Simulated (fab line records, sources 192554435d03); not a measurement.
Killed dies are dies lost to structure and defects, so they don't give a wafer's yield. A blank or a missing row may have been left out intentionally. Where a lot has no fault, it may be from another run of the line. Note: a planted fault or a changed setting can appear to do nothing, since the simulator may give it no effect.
What tool caused it? + flow n5Finfet + Sampling: 11 lots, 33 wafers, 2 of 1938 route steps

## WHAT EACH GAUGE READ, for each wafer
N5_PASSIVATION_CD_MEAS_30: target cd 4000 nm.
| lot  | measured     | on       | cdNm (nm)            |
|------|--------------|----------|----------------------|
| L987 | day 12 02:20 | cdSem-02 | 4003.8 3997.2 3999.5 |
| L990 | day 12 23:19 | cdSem-03 | 3996.9 3998.8 4000.2 |
| L992 | day 13 06:04 | cdSem-03 | 3999.2 4000.2 3999.8 |
| L997 | day 15 00:03 | cdSem-02 | 4002.0 4001.0 3997.0 |
| L998 | day 15 05:55 | cdSem-01 | 3999.8 3996.0 4001.0 |
| L999 | day 14 23:41 | cdSem-03 | 3999.9 3999.5 3999.3 |
| L100 | day 15 16:06 | cdSem-01 | 3998.5 3999.6 3999.2 |
| L101 | day 15 23:59 | cdSem-02 | 3998.2 3996.6 3998.6 |
| L103 | day 16 02:46 | cdSem-01 | 3997.4 3997.2 3998.7 |
| L106 | day 16 15:07 | cdSem-01 | 3995.6 3998.3 3998.3 |
| L989 | day 17 19:03 | cdSem-02 | 4000.4 3999.3 4000.0 |

## WHAT TOOL EACH LOT RAN ON (gives the tool, then ch and the chambers of the sampled wafers, and finally the start)
| lot  | N5_BEOL_M1_SPUTTER_79       |
|------|-----------------------------|
| L987 | pvdSputter-02, day 6 15:55  |
| L990 | pvdSputter-02, day 6 22:05  |
| L992 | pvdSputter-02, day 7 13:50  |
| L997 | pvdSputter-03, day 8 19:33  |
| L998 | pvdSputter-03, day 9 02:22  |
| L999 | pvdSputter-01, day 9 08:54  |
| L100 | pvdSputter-03, day 9 12:26  |
| L101 | pvdSputter-03, day 9 20:11  |
| L103 | pvdSputter-03, day 10 05:14 |
| L106 | pvdSputter-01, day 11 02:28 |
| L989 | pvdSputter-02, day 11 09:37 |
- N5_BEOL_M1_SPUTTER_79: material Cu, target thk 4.5 nm, time 8.29 s.

## WHAT THE TOOLS THEMSELVES READ (means of the sampled wafers that have a number; where no wafer has one, the mark that the record gives instead)
N5_BEOL_M1_SPUTTER_79.
| lot  | tool          | chuckSensorTempC (C) | substrateTempC (C) | throttleValvePct (%) |
|------|---------------|----------------------|--------------------|----------------------|
| L987 | pvdSputter-02 | -16.0                | -20.09             | 30.3                 |
| L990 | pvdSputter-02 | -16.1                | -19.96             | 29.8                 |
| L992 | pvdSputter-02 | -15.9                | -19.95             | 29.7                 |
| L997 | pvdSputter-03 | -15.8                | -20.04             | 28.2                 |
| L998 | pvdSputter-03 | -15.4                | -19.95             | 29.3                 |
| L999 | pvdSputter-01 | -16.0                | -20.05             | 29.1                 |
| L100 | pvdSputter-03 | -15.8                | -19.95             | 28.1                 |
| L101 | pvdSputter-03 | -16.2                | -20.06             | 28.6                 |
| L103 | pvdSputter-03 | -15.8                | -20.00             | 29.0                 |
| L106 | pvdSputter-01 | -15.5                | -20.08             | 29.7                 |
| L989 | pvdSputter-02 | -16.2                | -20.03             | 30.3                 |

## THE ANSWER, worked out from the rows above alone
Rule: the usual values come from the lots themselves. Put in order of their means at a reading, lots are off if they are a third of the lots or fewer, leave a main group of 4 or more, and stand apart from it by a gap of 3 or more times the standard deviation of the main group's means; of several such gaps the widest counts. A main group is skipped when, at the precision printed for the reading in the tables above, its means are all equal. Also off: a lot with no number at a reading for which 4 or more lots have one. All remaining lots with rows at the step are treated as sound. Order of review: gauges by route order, followed by the tools' own readings, for which a lot's mean as printed above is used. At the first step where some lot is off, the reading lying furthest off is the one used; lots without a number count as furthest.
Across all readings shown, no lot is off: no conclusion can be drawn from this.

## WHAT THE SIMULATOR HAD PUT IN
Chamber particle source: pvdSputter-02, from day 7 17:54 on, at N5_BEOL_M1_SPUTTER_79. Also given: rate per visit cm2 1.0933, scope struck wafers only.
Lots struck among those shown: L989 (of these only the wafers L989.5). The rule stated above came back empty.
